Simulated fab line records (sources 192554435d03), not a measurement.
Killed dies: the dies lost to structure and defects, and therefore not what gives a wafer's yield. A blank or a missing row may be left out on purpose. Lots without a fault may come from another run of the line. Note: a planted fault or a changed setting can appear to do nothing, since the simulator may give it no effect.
Lot-split experiment / flow n5Finfet / 21 wafers read across 7 lots, on a route 1938 steps long

## SPLIT DETAILS
At N5_BEOL_M10_COAT_63 (time 60 s, resist thk 100 nm), the setting spinRpm was moved away from the recipe's 1500 rpm on 3 of the 21 wafers read, by +7.3% to +8.5%. The other wafers ran this setting at the recipe's value.

The split's own step is where the reading is taken.

## THE READING
SOC_of_BEOL_M10_COAT_63.thkNm (the simulator's own value, which no gauge read), in nm, at N5_BEOL_M10_COAT_63 (time 60 s, resist thk 100 nm). The file gives no usual value for it. Across the 18 wafers here that went through the recipe, the average is 100.0 nm and the standard deviation 0.27 nm.

wafer=L074.3; tool, chamber at the split=lithoTrack-04, 0; spinRpm as run, rpm=1500; against the recipe=recipe; SOC_of_BEOL_M10_COAT_63.thkNm, nm=100; against lot-mates on the recipe=-
wafer=L074.4; tool, chamber at the split=lithoTrack-04, 0; spinRpm as run, rpm=1500; against the recipe=recipe; SOC_of_BEOL_M10_COAT_63.thkNm, nm=99.8; against lot-mates on the recipe=-
wafer=L074.6; tool, chamber at the split=lithoTrack-04, 0; spinRpm as run, rpm=1500; against the recipe=recipe; SOC_of_BEOL_M10_COAT_63.thkNm, nm=99.8; against lot-mates on the recipe=-
wafer=L075.3; tool, chamber at the split=lithoTrack-04, 0; spinRpm as run, rpm=1500; against the recipe=recipe; SOC_of_BEOL_M10_COAT_63.thkNm, nm=99.8; against lot-mates on the recipe=-
wafer=L075.4; tool, chamber at the split=lithoTrack-04, 0; spinRpm as run, rpm=1627; against the recipe=+8.5%; SOC_of_BEOL_M10_COAT_63.thkNm, nm=96; against lot-mates on the recipe=-3.8
wafer=L075.6; tool, chamber at the split=lithoTrack-04, 0; spinRpm as run, rpm=1627; against the recipe=+8.5%; SOC_of_BEOL_M10_COAT_63.thkNm, nm=95.8; against lot-mates on the recipe=-4.0
wafer=L082.2; tool, chamber at the split=lithoTrack-05, 0; spinRpm as run, rpm=1500; against the recipe=recipe; SOC_of_BEOL_M10_COAT_63.thkNm, nm=100.2; against lot-mates on the recipe=-
wafer=L082.3; tool, chamber at the split=lithoTrack-05, 0; spinRpm as run, rpm=1500; against the recipe=recipe; SOC_of_BEOL_M10_COAT_63.thkNm, nm=100.6; against lot-mates on the recipe=-
wafer=L082.5; tool, chamber at the split=lithoTrack-05, 0; spinRpm as run, rpm=1500; against the recipe=recipe; SOC_of_BEOL_M10_COAT_63.thkNm, nm=100.6; against lot-mates on the recipe=-
wafer=L083.1; tool, chamber at the split=lithoTrack-05, 0; spinRpm as run, rpm=1500; against the recipe=recipe; SOC_of_BEOL_M10_COAT_63.thkNm, nm=100; against lot-mates on the recipe=-
wafer=L083.5; tool, chamber at the split=lithoTrack-05, 0; spinRpm as run, rpm=1500; against the recipe=recipe; SOC_of_BEOL_M10_COAT_63.thkNm, nm=100; against lot-mates on the recipe=-
wafer=L083.6; tool, chamber at the split=lithoTrack-05, 0; spinRpm as run, rpm=1500; against the recipe=recipe; SOC_of_BEOL_M10_COAT_63.thkNm, nm=100; against lot-mates on the recipe=-
wafer=L087.3; tool, chamber at the split=lithoTrack-05, 0; spinRpm as run, rpm=1500; against the recipe=recipe; SOC_of_BEOL_M10_COAT_63.thkNm, nm=100; against lot-mates on the recipe=-
wafer=L087.6; tool, chamber at the split=lithoTrack-05, 0; spinRpm as run, rpm=1500; against the recipe=recipe; SOC_of_BEOL_M10_COAT_63.thkNm, nm=100; against lot-mates on the recipe=-
wafer=L087.4; tool, chamber at the split=lithoTrack-05, 0; spinRpm as run, rpm=1500; against the recipe=recipe; SOC_of_BEOL_M10_COAT_63.thkNm, nm=99.8; against lot-mates on the recipe=-
wafer=L092.4; tool, chamber at the split=lithoTrack-04, 0; spinRpm as run, rpm=1500; against the recipe=recipe; SOC_of_BEOL_M10_COAT_63.thkNm, nm=99.6; against lot-mates on the recipe=-
wafer=L092.5; tool, chamber at the split=lithoTrack-04, 0; spinRpm as run, rpm=1500; against the recipe=recipe; SOC_of_BEOL_M10_COAT_63.thkNm, nm=100.2; against lot-mates on the recipe=-
wafer=L092.6; tool, chamber at the split=lithoTrack-04, 0; spinRpm as run, rpm=1500; against the recipe=recipe; SOC_of_BEOL_M10_COAT_63.thkNm, nm=99.8; against lot-mates on the recipe=-
wafer=L091.2; tool, chamber at the split=lithoTrack-05, 0; spinRpm as run, rpm=1610; against the recipe=+7.3%; SOC_of_BEOL_M10_COAT_63.thkNm, nm=96.2; against lot-mates on the recipe=-3.5
wafer=L091.4; tool, chamber at the split=lithoTrack-05, 0; spinRpm as run, rpm=1500; against the recipe=recipe; SOC_of_BEOL_M10_COAT_63.thkNm, nm=99.8; against lot-mates on the recipe=-
wafer=L091.6; tool, chamber at the split=lithoTrack-05, 0; spinRpm as run, rpm=1500; against the recipe=recipe; SOC_of_BEOL_M10_COAT_63.thkNm, nm=99.6; against lot-mates on the recipe=-

FIT RESULTS
A straight line over all 21 wafers: SOC_of_BEOL_M10_COAT_63.thkNm changes by -0.491 nm for each +1% of spinRpm; r = -0.98; the points scatter about the line by 0.27 nm.
The same after taking each lot's own level away (the mean of its wafers on the recipe; 21 wafers): -0.465 nm for each +1%; r = -0.99; scatter 0.14 nm.
Per that fit: largest spinRpm move, reading shift of 3.9 nm.
Measured against the standard deviation above, the lots' own levels, which go from 99.70 to 100.47 nm, span 2.8 times it.
The two slopes agree, so the slope changes little with the lot-to-lot level.
Check: for one of the wafers moved furthest among these (+8.5%), held out of the fit, the line's prediction against its lot-mates is -4.02 nm. Against them it came out at -3.8 nm.

## ADDITIONAL SPLITS CARRIED BY THESE WAFERS
These wafers also went through other splits before the reading. Each is held against what the fit with the lots' levels taken away leaves over:
other split on the same wafers=N5_BEOL_M6_EXPOSE_08 doseMj; wafers away from the commonest value=9; r with SOC_of_BEOL_M10_COAT_63.thkNm (lot level and that fit taken away)=+0.13
other split on the same wafers=N5_BEOL_M6_TRENCH_ETCH_37 sourceW; wafers away from the commonest value=3; r with SOC_of_BEOL_M10_COAT_63.thkNm (lot level and that fit taken away)=-0.26
other split on the same wafers=N5_BEOL_M7_ETCH_61 sourceW; wafers away from the commonest value=7; r with SOC_of_BEOL_M10_COAT_63.thkNm (lot level and that fit taken away)=+0.07
other split on the same wafers=N5_BEOL_M7_COAT_64 spinRpm; wafers away from the commonest value=10; r with SOC_of_BEOL_M10_COAT_63.thkNm (lot level and that fit taken away)=-0.39
other split on the same wafers=N5_BEOL_M9_ETCH_61 sourceW; wafers away from the commonest value=8; r with SOC_of_BEOL_M10_COAT_63.thkNm (lot level and that fit taken away)=+0.08

## THE FILE'S OWN FIT
SOC_of_BEOL_M10_COAT_63.thkNm changes by -0.468 nm for each +1% of spinRpm, r = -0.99.
